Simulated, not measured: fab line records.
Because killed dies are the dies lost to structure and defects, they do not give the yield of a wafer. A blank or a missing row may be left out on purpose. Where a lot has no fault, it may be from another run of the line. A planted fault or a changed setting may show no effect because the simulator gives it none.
fab line records    flow n5-finfet
[record] lots = 8  wafers = 24  last-day = 19
route steps=1938 shown BEOL_M4@1111 BEOL_M8@1378 BEOL_M9@1404 PASSIVATION@1936
lots that met no fault: from a run of the same line without faults
start-h: the number of hours between the record's first day and the start of the first shown wafer of the lot    wait-h: hours since the lot's step before    " identical to the entry in the row above    L1.1+2: several wafers, shown together as one row    - either no value or no given start    * or withheld: withheld    < > ~ a bound
route shown NAME@n: a module of which the file shows steps, and the number in the route of the first    usual: mean/standard deviation taken from wafers without a fault    same: alike in all rows    chamber/n: place in a boat    sites: the reading at each site    _std_site: how widely they spread, as a standard deviation    _edge_site: the outer-site mean with the inner-site mean subtracted    radius-mm: for every site, how far away it sits from the centre of the wafer    mask NAME#n: copy n    behind: tool/chamber where the wafer was last shaped    hold: why the lot was held/for how many hours/how that ended    device: the n, p or np transistor that did not switch    end of line: at the end of the route, the tests of the same wafers    a step given without rows: its recipe and nothing more    killed: not the wafer's yield, but the dies lost to structure and defects at the first sort    map: a wafer's dies, marking killed ones x, the rest . and places with no die _
set.NAME: the setting as run; set.NAME@STEP: as run at that earlier step    model.NAME: the simulator's own value behind a step, which no gauge read
one table for each step of the route and one row for each wafer, over a sample of lots
services: the hour from which a tool's chamber was out of use, counted from the record's first day as start-h (under 0 if before that day), plus the number of hours and why
[[steps]]
[step N5_BEOL_M4_RC_MEAS_101]
[usual] DIBL_N = 36.3/2.2  DIBL_P = 36.0/2.4  IOFF_N = 0.16/0.042  IOFF_P = 0.22/0.041  ION_N = 672/14  ION_P = 462/7.9  SS_N = 71.7/0.76  SS_P = 73.3/0.72  VT_N = 250/3.6  VT_P = -249/3
lot.wafer  tool       chamber  start-h  wait-h  DIBL_N[mV/V]  DIBL_P[mV/V]  IOFF_N[nA/um]  IOFF_P[nA/um]  ION_N[uA/um]  ION_P[uA/um]  SS_N[mV/dec]  SS_P[mV/dec]  VT_N[mV]  VT_P[mV]
L969.1     prober-01  0        205.20   0.0     32.6          30.9          0.10           0.14           651           450           71.1          71.5          256       -253
L969.2     "          0        "        "       35.4          35.6          0.16           0.20           671           460           71.6          72.7          248       -250
L969.6     "          0        "        "       35.2          34.7          0.14           0.18           661           454           72.3          72.0          248       -250
L973.4     prober-02  0        222.45   0.7     37.8          35.5          0.18           0.22           675           464           72.2          73.7          250       -248
L973.5     "          0        "        "       39.1          38.1          0.20           0.26           678           465           72.0          73.9          246       -249
L973.6     "          0        "        "       39.7          37.4          0.20           0.23           680           461           72.5          73.3          249       -248
L975.1     prober-02  0        243.44   0.0     40.4          38.4          0.35           0.28           682           459           75.0          73.8          244       -248
L975.2     "          0        "        "       36.1          35.9          0.17           0.22           662           457           71.7          73.2          249       -250
L975.6     "          0        "        "       36.4          36.5          0.17           0.23           650           448           72.5          73.4          250       -252
L978.1     prober-02  0        249.68   0.0     34.4          35.2          0.16           0.24           671           466           72.1          73.3          250       -245
L978.5     "          0        "        "       34.4          34.6          0.16           0.23           689           475           71.0          73.2          247       -244
L978.6     "          0        "        "       33.5          34.2          0.14           0.22           668           464           70.8          72.4          252       -246
L977.1     prober-02  0        265.91   0.0     35.7          37.7          0.15           0.22           674           459           71.7          74.1          252       -250
L977.3     "          0        "        "       35.9          38.6          0.17           0.25           675           465           71.6          74.2          249       -247
L977.5     "          0        "        "       31.8          33.2          0.11           0.17           653           458           71.1          72.6          253       -253
L983.1     prober-02  0        316.38   0.0     36.8          37.1          0.18           0.24           679           464           72.0          73.5          247       -248
L983.4     "          0        "        "       36.5          38.0          0.20           0.26           706           483           71.7          73.3          243       -245
L983.5     "          0        "        "       36.3          37.4          0.18           0.23           692           467           71.8          73.1          248       -246
L985.2     prober-01  0        316.66   0.2     39.2          37.0          0.23           0.21           668           447           74.3          73.7          251       -253
L985.5     "          0        "        "       38.6          38.2          0.20           0.22           685           460           72.2          73.6          249       -251
L985.6     "          0        "        "       38.5          37.3          0.20           0.21           688           454           72.5          73.6          250       -250
L984.2     prober-01  0        342.46   0.6     33.2          34.8          0.14           0.19           674           468           70.5          72.9          251       -251
L984.3     "          0        "        "       34.1          35.7          0.15           0.19           685           470           71.1          72.8          249       -251
L984.6     "          0        "        "       33.4          34.9          0.14           0.20           672           465           71.2          72.7          250       -250
[step N5_BEOL_M8_ETCH_41]
[recipe] chemistry = CH3F/O2  target = SiCN  target-depth-a = 319  taper-deg = 2  time-s = 57.8  ion-energy-ev = 120  mask-material = TiN  pressure-mtorr = 30  source-w = 395  bias-w = 75  Ar_flow_sccm = 150  CH3F_flow_sccm = 30  O2_flow_sccm = 20
[usual] drypump-motor-current-A = 5.8/0.42  oes-product-au = 0.80/0.11  rf-vpp-V = 297.4/1.8  showerhead-plenum-p-Torr = 2.01/0.084  throttle-valve-pct = 16.31/0.3
lot.wafer  tool         chamber  start-h  wait-h  drypump-motor-current-A  oes-product-au  rf-hours-counter-h  rf-vpp-V  showerhead-plenum-p-Torr  throttle-valve-pct
L969.1     rie-diel-01  3        -        -       5.7                      0.88            31                  299.4     2.13                      16.55
L969.2     "            2        "        "       5.6                      0.85            64                  296.8     2.02                      16.13
L969.6     "            1        "        "       6.1                      0.86            -                   298.1     2.04                      16.10
L973.4     rie-diel-03  3        -        -       5.1                      0.69            218                 294.9     1.89                      16.66
L973.5     "            3        "        "       5.2                      0.70            -                   293.6     1.89                      16.65
L973.6     "            0        "        "       6.1                      0.67            -                   297.4     2.06                      16.63
L975.1     rie-diel-05  0        -        -       6.1                      0.91            19                  298.3     2.13                      15.91
L975.2     "            1        "        "       5.5                      0.94            4                   298.3     1.95                      16.06
L975.6     "            3        "        "       6.1                      0.68            -                   293.5     1.88                      16.37
L978.1     rie-diel-03  0        -        -       6.1                      0.66            247                 297.6     2.05                      16.65
L978.5     "            3        "        "       5.1                      0.69            -                   296.1     1.89                      16.67
L978.6     "            2        "        "       5.2                      0.91            -                   297.9     1.97                      16.27
L977.1     rie-diel-03  0        -        -       6.2                      0.66            249                 298.8     2.05                      16.65
L977.3     "            2        "        "       5.2                      0.89            29                  297.7     1.97                      16.28
L977.5     "            0        "        "       6.2                      0.65            -                   297.7     2.05                      16.65
L985.2     rie-diel-05  0        -        -       6.1                      0.86            46                  299.0     2.12                      15.97
L985.5     "            0        "        "       6.1                      0.86            -                   299.1     2.12                      15.96
L985.6     "            1        "        "       5.5                      0.88            -                   295.2     1.95                      16.09
L983.1     rie-diel-03  2        -        -       5.2                      0.86            42                  297.1     1.96                      16.31
L983.4     "            0        "        "       6.2                      0.95            6                   297.0     2.05                      16.17
L983.5     "            3        "        "       5.1                      0.97            -                   299.2     2.13                      16.19
L984.2     rie-diel-05  1        -        -       5.5                      0.85            39                  298.1     1.94                      16.10
L984.3     "            0        "        "       6.1                      0.84            58                  299.5     2.12                      15.98
L984.6     "            3        "        "       6.1                      0.93            -                   300.7     2.12                      15.96
[step N5_BEOL_M8_ALD_77]
[recipe] material = TaN  target-thk-a = 20  temp-c = 275  ald-precursor-family = PDMAT  ald-co-reactant = NH3  pressure-torr = 3  carrier-flow-sccm = 1500  pulse-time-s = 2  purge-time-s = 3  co-reactant-purge-time-s = 2  co-reactant-pulse-time-s = 3  ald-cycles = 40  precursor-vessel-temp-c = 75  precursor-vessel-pressure-torr = 26.25  precursor-vessel-carrier-sccm = 1000
[usual] chamber-pressure-Torr = 3.000/0.0067  heater-power-w = 426/37
lot.wafer  tool          chamber  start-h  wait-h  chamber-pressure-Torr  heater-power-w  since-wet-clean-h
L969.1     ald-metal-02  0        238.42   0.0     3.009                  356             1440
L969.2     "             2        "        "       2.992                  349             1440
L969.6     "             1        "        "       2.987                  360             -
L973.4     ald-metal-01  3        257.15   0.2     3.002                  400             6074
L973.5     "             1        "        "       2.993                  479             -
L973.6     "             2        "        "       3.000                  417             -
L975.1     ald-metal-04  2        284.55   0.1     2.993                  443             4563
L975.2     "             3        "        "       3.007                  444             4563
L975.6     "             1        "        "       2.996                  460             -
L978.1     ald-metal-04  3        294.35   0.0     3.001                  452             4573
L978.5     "             0        "        "       2.990                  419             -
L978.6     "             1        "        "       3.003                  454             -
L977.1     ald-metal-01  0        298.60   0.0     2.993                  447             6115
L977.3     "             2        "        "       2.995                  439             6115
L977.5     "             1        "        "       3.013                  493             -
L985.2     ald-metal-01  2        355.75   0.0     3.005                  423             4
L985.5     "             2        "        "       3.005                  417             -
L985.6     "             1        "        "       3.002                  415             -
L983.1     ald-metal-02  3        355.81   0.0     2.997                  380             1557
L983.4     "             2        "        "       3.001                  339             1557
L983.5     "             1        "        "       3.005                  370             -
L984.2     ald-metal-01  3        392.71   0.0     2.996                  385             41
L984.3     "             1        "        "       2.999                  415             41
L984.6     "             1        "        "       3.002                  405             -
[step N5_BEOL_M8_CMP_52]
[recipe] stop-on = SiCOH_lowk  t-overpolish-s = 6.9  down-force-psi = 1  platen-rpm = 50  clearing-platen-down-force-psi = 1.5  clearing-platen-rpm = 50  post-cmp-clean = cu-alkaline  target-thk-nm = 80  clearing-platen-pad-velocity-m-s = 0.99484  pad-velocity-m-s = 0.99484
[usual] barrier-field-endpoint-s = 29.1/0.92  clearing-platen-down-force-psi = 1.4997/0.0026  clearing-platen-rpm = 49.998/0.029  motor-current-A = 6.1/0.65  overpolish-run-s = 6.899/0.0092  retaining-ring-pressure-frac = 1.000/0.0047  slurry-flow-ml-min = 150.0/0.45  time-to-endpoint-s = 64/3.6
lot.wafer  tool    chamber  start-h  wait-h  barrier-field-endpoint-s  clearing-platen-down-force-psi  clearing-platen-rpm  motor-current-A  overpolish-run-s  retaining-ring-pressure-frac  slurry-flow-ml-min  time-to-endpoint-s
L969.1     cmp-01  1        239.96   0.3     29.1                      1.5030                          49.985               5.8              6.908             0.992                         149.8               63
L969.2     "       0        "        "       28.6                      1.5013                          50.008               6.4              6.907             0.997                         150.2               67
L969.6     "       2        "        "       29.6                      1.5016                          50.026               6.5              6.900             1.003                         150.6               69
L973.4     cmp-03  0        260.12   0.2     28.3                      1.5017                          49.968               5.4              6.894             0.990                         150.2               60
L973.6     "       2        "        "       27.9                      1.4958                          49.965               5.8              6.901             1.001                         150.8               58
L973.5     "       3        "        "       29.0                      1.5047                          50.061               7.0              6.920             1.005                         149.8               62
L975.2     cmp-02  2        285.61   0.3     29.6                      1.4965                          49.986               6.3              6.901             1.000                         150.8               68
L975.1     "       3        "        "       29.3                      1.4971                          49.982               6.8              6.898             1.007                         149.9               63
L975.6     "       3        "        "       29.0                      1.4989                          50.040               6.7              6.906             1.001                         150.2               62
L978.1     cmp-01  2        295.79   0.4     -                         -                               -                    -                -                 -                             -                   -
L978.6     "       3        "        "       -                         -                               -                    -                -                 -                             -                   -
L978.5     "       0        "        "       -                         -                               -                    -                -                 -                             -                   -
L977.1     cmp-03  0        299.59   0.3     -                         -                               -                    -                -                 -                             -                   -
L977.3     "       1        "        "       -                         -                               -                    -                -                 -                             -                   -
L977.5     "       0        "        "       -                         -                               -                    -                -                 -                             -                   -
L985.2     cmp-03  0        357.12   0.3     30.0                      1.4965                          49.998               5.3              6.893             0.994                         149.9               70
L985.6     "       2        "        "       29.5                      1.4971                          49.977               5.8              6.904             0.995                         150.0               65
L985.5     "       3        "        "       30.9                      1.4988                          50.014               6.7              6.898             0.997                         150.5               71
L983.4     cmp-01  0        357.18   0.1     31.1                      1.5006                          50.006               6.1              6.892             0.995                         150.1               71
L983.1     "       1        "        "       29.8                      1.4947                          49.998               6.1              6.902             0.997                         149.5               64
L983.5     "       0        "        "       31.1                      1.4990                          50.030               6.6              6.897             0.998                         149.7               69
L984.2     cmp-01  0        393.82   0.2     29.1                      1.4975                          49.984               6.6              6.902             1.010                         149.7               66
L984.3     "       2        "        "       29.4                      1.5006                          50.002               6.5              6.907             0.997                         150.3               64
L984.6     "       1        "        "       28.7                      1.5002                          50.014               6.0              6.913             0.999                         150.6               58
[step N5_BEOL_M8_THK_MEAS_53]
[recipe] thk-meas-gauge = xrf  reads = Cu_of_BEOL_M8_ECD_50
[usual] M8_THK = 79.4/2.4
lot.wafer  tool           chamber  start-h  wait-h  M8_THK[nm]
L969.1     film-metro-02  -        240.25   -       79.3
L969.2     "              -        "        "       81.7
L969.6     "              -        "        "       83.7
L973.4     film-metro-01  -        260.34   -       75.9
L973.5     "              -        "        "       75.4
L973.6     "              -        "        "       74.2
L975.1     film-metro-02  -        285.90   -       81.5
L975.2     "              -        "        "       81.2
L975.6     "              -        "        "       80.3
L978.1     film-metro-01  -        295.97   0.1     300.3
L978.5     "              -        "        "       299.4
L978.6     "              -        "        "       294.9
L977.1     film-metro-01  -        299.88   0.3     302.7
L977.3     "              -        "        "       305.2
L977.5     "              -        "        "       304.9
L985.2     film-metro-01  -        357.34   -       81.0
L985.5     "              -        "        "       83.8
L985.6     "              -        "        "       81.3
L983.1     film-metro-02  -        357.48   -       80.0
L983.4     "              -        "        "       83.3
L983.5     "              -        "        "       82.7
L984.2     film-metro-01  -        394.12   -       81.8
L984.3     "              -        "        "       81.4
L984.6     "              -        "        "       79.4
[step N5_BEOL_M8_RS_MEAS_57]
[recipe] thk-meas-gauge = four-point-probe  reads = Cu_of_BEOL_M8_ECD_50+Co_of_BEOL_M8_CVD_78+TaN_of_BEOL_M8_ALD_77
[usual] M8_RS = 0.289/0.011
lot.wafer  tool           chamber  start-h  wait-h  M8_RS[ohm/sq]
L969.1     film-metro-02  -        240.38   0.1     0.288
L969.2     "              -        "        "       0.278
L969.6     "              -        "        "       0.270
L973.4     film-metro-01  -        260.47   0.0     0.307
L973.5     "              -        "        "       0.310
L973.6     "              -        "        "       0.315
L975.1     film-metro-02  -        286.03   0.1     0.278
L975.2     "              -        "        "       0.280
L975.6     "              -        "        "       0.283
L978.1     film-metro-02  -        296.10   0.1     0.065
L978.5     "              -        "        "       0.065
L978.6     "              -        "        "       0.066
L977.1     film-metro-01  -        300.05   0.1     0.065
L977.3     "              -        "        "       0.064
L977.5     "              -        "        "       0.064
L985.2     film-metro-01  -        357.47   0.1     0.284
L985.5     "              -        "        "       0.271
L985.6     "              -        "        "       0.283
L983.1     film-metro-02  -        357.61   0.1     0.283
L983.4     "              -        "        "       0.271
L983.5     "              -        "        "       0.272
L984.2     film-metro-01  -        394.28   0.1     0.279
L984.3     "              -        "        "       0.280
L984.6     "              -        "        "       0.291
[step N5_BEOL_M8_INSPECT_58]
[recipe] inspect-instrument = darkfield  mode = post-dep
[usual] raw-defect-count = 75/25
lot.wafer  tool               chamber  start-h  wait-h  raw-defect-count
L969.1     defect-inspect-01  -        240.41   0.0     131
L969.2     "                  -        "        "       96
L969.6     "                  -        "        "       123
L973.4     defect-inspect-01  -        260.50   0.0     80
L973.5     "                  -        "        "       117
L973.6     "                  -        "        "       77
L975.1     defect-inspect-02  -        286.06   0.0     77
L975.2     "                  -        "        "       96
L975.6     "                  -        "        "       82
L978.1     defect-inspect-02  -        296.13   0.0     1216
L978.5     "                  -        "        "       1193
L978.6     "                  -        "        "       1157
L977.1     defect-inspect-02  -        300.07   0.0     1147
L977.3     "                  -        "        "       1159
L977.5     "                  -        "        "       1167
L985.2     defect-inspect-02  -        357.50   0.0     139
L985.5     "                  -        "        "       178
L985.6     "                  -        "        "       97
L983.1     defect-inspect-02  -        357.63   0.0     108
L983.4     "                  -        "        "       47
L983.5     "                  -        "        "       72
L984.2     defect-inspect-02  -        394.30   0.0     74
L984.3     "                  -        "        "       116
L984.6     "                  -        "        "       44
[step N5_BEOL_M9_PECVD_70]
[recipe] material = SiO2  target-thk-a = 200  temp-c = 400  precursor = TEOS/O2  pressure-torr = 5.5  rf-w = 450  teos-flow-sccm = 53.8  gas = O2  flow-sccm = 3000  time-s = 22.7
[usual] chamber-pressure-Torr = 5.500/0.014  heater-power-w = 742/92  showerhead-plenum-p-Torr = 8.81/0.065  throttle-valve-pct = 21.8/1.3
lot.wafer  tool      chamber  start-h  wait-h  chamber-pressure-Torr  heater-power-w  showerhead-plenum-p-Torr  since-wet-clean-h  throttle-valve-pct
L969.1     pecvd-01  2        241.07   0.0     5.485                  763             8.82                      191                20.7
L969.2     "         1        "        "       5.501                  637             8.83                      1670               21.3
L969.6     "         1        "        "       5.478                  633             8.86                      -                  21.1
L973.4     pecvd-01  0        261.66   0.1     5.497                  829             8.75                      -                  23.0
L973.5     "         1        "        "       5.508                  721             8.86                      -                  21.3
L973.6     "         2        "        "       5.490                  789             8.82                      -                  20.7
L975.1     pecvd-01  1        286.72   0.0     5.486                  588             8.87                      1716               21.3
L975.2     "         2        "        "       5.486                  759             8.81                      237                20.4
L975.6     "         1        "        "       5.511                  602             8.89                      -                  21.5
L985.2     pecvd-01  2        358.16   0.0     5.534                  775             8.80                      308                21.0
L985.5     "         0        "        "       5.504                  813             8.76                      -                  23.0
L985.6     "         1        "        "       5.498                  725             8.87                      -                  21.3
L983.1     pecvd-02  1        358.30   0.0     5.505                  838             8.82                      1606               23.4
L983.4     "         2        "        "       5.504                  757             8.83                      -                  20.2
L983.5     "         1        "        "       5.511                  848             8.81                      -                  23.8
L984.2     pecvd-01  1        394.97   0.0     5.485                  694             8.85                      1824               21.2
L984.3     "         0        "        "       5.509                  740             8.74                      1099               23.1
L984.6     "         1        "        "       5.482                  702             8.87                      -                  21.6
[step N5_PASSIVATION_PROBE_49]
[usual] defect-limited-yield = 91.3/1.7  killed_at_M0_to_M3 = 33/9.9  killed_at_M4_up = 14/6.4  killed-at-contacts = 12/7  killed-at-front-end = 41/13  killed-at-other = 3.1/2.9  killed-dies = 103/20  killed-on-rim = 13/4  killed-open = 67/14  killed-short = 34/9.4  sort_bin_4_leakage = 0.03/0.24  sort_bin_5_function = 5.1/1.1  sort_bin_6_memory = 3.2/0.79  sort_bin_8_speed = 0.02/0.15  sort-n-pass = 1077/21  sort-yield-pct = 91.2/1.7
[same] gross-dies = 1180  killed-at-back-side = 0
lot.wafer  tool       chamber  start-h  wait-h  defect-limited-yield[%]  killed_at_M0_to_M3  killed_at_M4_up  killed-at-contacts  killed-at-front-end  killed-at-other  killed-dies  killed-on-rim  killed-open  killed-short  sort_bin_4_leakage[%]  sort_bin_5_function[%]  sort_bin_6_memory[%]  sort_bin_8_speed[%]  sort-n-pass  sort-yield-pct[%]
L973.6     prober-02  -        325.07   0.3     92.5                     26                  6                11                  42                   4                89           13             57           25            0                      4.4                     2.4                   0                    1091         92.5
L978.1     prober-01  -        362.31   0.0     0                        19                  1108             12                  39                   2                1180         152            61           31            0                      5.0                     2.5                   0                    0            0
L978.5     prober-01  -        362.51   0.2     0                        25                  1093             6                   51                   5                1180         152            60           39            0                      4.9                     3.4                   0                    0            0
L978.6     prober-01  -        362.56   0.3     0                        14                  1118             10                  33                   5                1180         152            59           26            0                      3.9                     3.0                   0                    0            0
L977.1     prober-01  -        362.88   0.0     0                        39                  1066             26                  44                   5                1180         152            71           51            0                      5.1                     4.8                   0                    0            0
L977.3     prober-01  -        362.98   0.1     0                        48                  1070             7                   53                   2                1180         152            77           44            0                      4.7                     4.9                   0                    0            0
L977.5     prober-01  -        363.08   0.2     0                        53                  1051             29                  43                   4                1180         152            91           49            0                      6.9                     5.0                   0                    0            0
// killed by level:class
L973.6 FIN_SAQP:geometric-particle:open=10 MOL_CONTACT_COAG:geometric-particle:open=9 BEOL_M2:geometric-particle:open=7 HKMG_FIN:area-etch=7 BEOL_M3:geometric-particle:open=6 FIN_SAQP:geometric-particle:short=5 BEOL_M0_SAQP:geometric-particle:short=5 BEOL_M0_SAQP:geometric-particle:open=4
L978.1 BEOL_M8:area-cmp=1088 FIN_SAQP:geometric-particle:open=10 MOL_CONTACT_COAG:geometric-particle:open=9 FIN_SAQP:geometric-particle:short=8 BEOL_M1:geometric-particle:open=8 DUMMY_GATE:geometric-particle:open=5 GATE_CUT:geometric-particle:short=5 BEOL_M7:geometric-particle:open=4
L978.5 BEOL_M8:area-cmp=1081 FIN_SAQP:geometric-particle:short=13 FIN_SAQP:geometric-particle:open=11 STI_FIN_REVEAL:geometric-particle:open=11 BEOL_M0_SAQP:geometric-particle:short=5 BEOL_M0_SAQP:geometric-particle:open=5 BEOL_M3:geometric-particle:open=5 BEOL_M5:geometric-particle:open=5
L978.6 BEOL_M8:area-cmp=1095 MOL_CONTACT_COAG:geometric-particle:open=10 BEOL_M4:geometric-particle:open=7 FIN_SAQP:geometric-particle:short=6 STI_FIN_REVEAL:geometric-particle:open=6 BEOL_M0_SAQP:geometric-particle:open=5 BEOL_M0_SAQP:geometric-particle:short=5 BEOL_M5:geometric-particle:open=5
L977.1 BEOL_M8:area-cmp=1058 MOL_CONTACT_COAG:geometric-particle:open=19 BEOL_M0_SAQP:geometric-particle:short=14 FIN_SAQP:geometric-particle:short=9 STI_FIN_REVEAL:geometric-particle:open=8 BEOL_M0_SAQP:geometric-particle:open=8 FIN_SAQP:geometric-particle:open=7 MOL_CONTACT_COAG:geometric-particle:short=7
L977.3 BEOL_M8:area-cmp=1058 BEOL_M3:geometric-particle:open=16 FIN_SAQP:geometric-particle:short=15 STI_FIN_REVEAL:geometric-particle:open=11 FIN_SAQP:geometric-particle:open=9 GATE_CUT:geometric-particle:short=9 BEOL_M0_SAQP:geometric-particle:short=8 BEOL_M4:geometric-particle:open=8
L977.5 BEOL_M8:area-cmp=1037 MOL_CONTACT_COAG:geometric-particle:open=24 BEOL_M3:geometric-particle:open=12 BEOL_M2:geometric-particle:open=11 FIN_SAQP:geometric-particle:open=10 FIN_SAQP:geometric-particle:short=9 STI_FIN_REVEAL:geometric-particle:open=9 GATE_CUT:geometric-particle:short=7
[[services]]
tool          chamber  start-h  hours  kind
rie-diel-05   1        237.91   6.5    repair
ald-metal-02  -        239.74   0.8    repair
cmp-03        -        241.95   4.0    pm
rie-diel-03   0        258.93   7.9    repair
rie-diel-03   1        266.71   8.6    repair
ald-metal-01  -        279.78   14.6   pm
ald-metal-02  2        281.62   6.4    repair
cmp-01        -        281.83   4.0    pm
rie-diel-03   1        289.50   8.2    repair
ald-metal-02  -        296.99   14.6   pm
ald-metal-04  -        301.55   2.8    pm
ald-metal-01  -        303.83   14.1   repair
cmp-03        -        305.92   0.2    repair
rie-diel-05   1        308.63   4.9    repair
rie-diel-03   2        309.62   9.7    repair
rie-diel-05   1        329.31   1.2    repair
ald-metal-01  -        337.41   14.0   pm
cmp-01        -        337.59   2.7    repair
cmp-03        -        349.19   5.2    pm
cmp-01        -        365.38   5.4    repair
cmp-01        -        372.09   3.6    repair
cmp-03        -        375.72   6.1    pm
cmp-03        -        389.39   9.9    pm
pecvd-01      -        393.43   1.5    repair
[[key]]
[first-sign] step = N5_BEOL_M8_CMP_52  reading = tool-record  direction = missing
[effect] step = N5_BEOL_M8_THK_MEAS_53  reading = M8_THK  direction = up  sigmas = 93  usual = 79.4  struck = 301.3
[effect] step = N5_BEOL_M8_RS_MEAS_57  reading = M8_RS  direction = down  sigmas = 21  usual = 0.289  struck = 0.065
[effect] step = N5_BEOL_M8_INSPECT_58  reading = raw-defect-count  direction = up  sigmas = 43  usual = 75  struck = 1173
[effect] step = N5_PASSIVATION_PROBE_49  reading = killed_at_M4_up  direction = up  sigmas = 99+  usual = 14  struck = 1084
[more-kills-born-at] N5_BEOL_M8_CMP_52@cmp-01 = 3264  N5_BEOL_M8_CMP_52@cmp-03 = 3153
met-at N5_BEOL_M8_CMP_52
struck-lots L977,L978
later-rows-left-out L977.1,L977.3,L977.5,L978.1,L978.5,L978.6
not-acting-at N5_BEOL_M8_ETCH_41,N5_BEOL_M8_ALD_77,N5_BEOL_M9_PECVD_70
onset-between 260.12 295.79
[fault] kind = skipped-step-whole  tool = cmp-01,cmp-03  chamber = -  onset-h = 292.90  steps = N5_BEOL_M8_CMP_52  scope = struck-lots-only
// later-rows-left-out: the simulator's readings of these wafers behind a module that went badly wrong aren't trusted and aren't shown, but for the sort
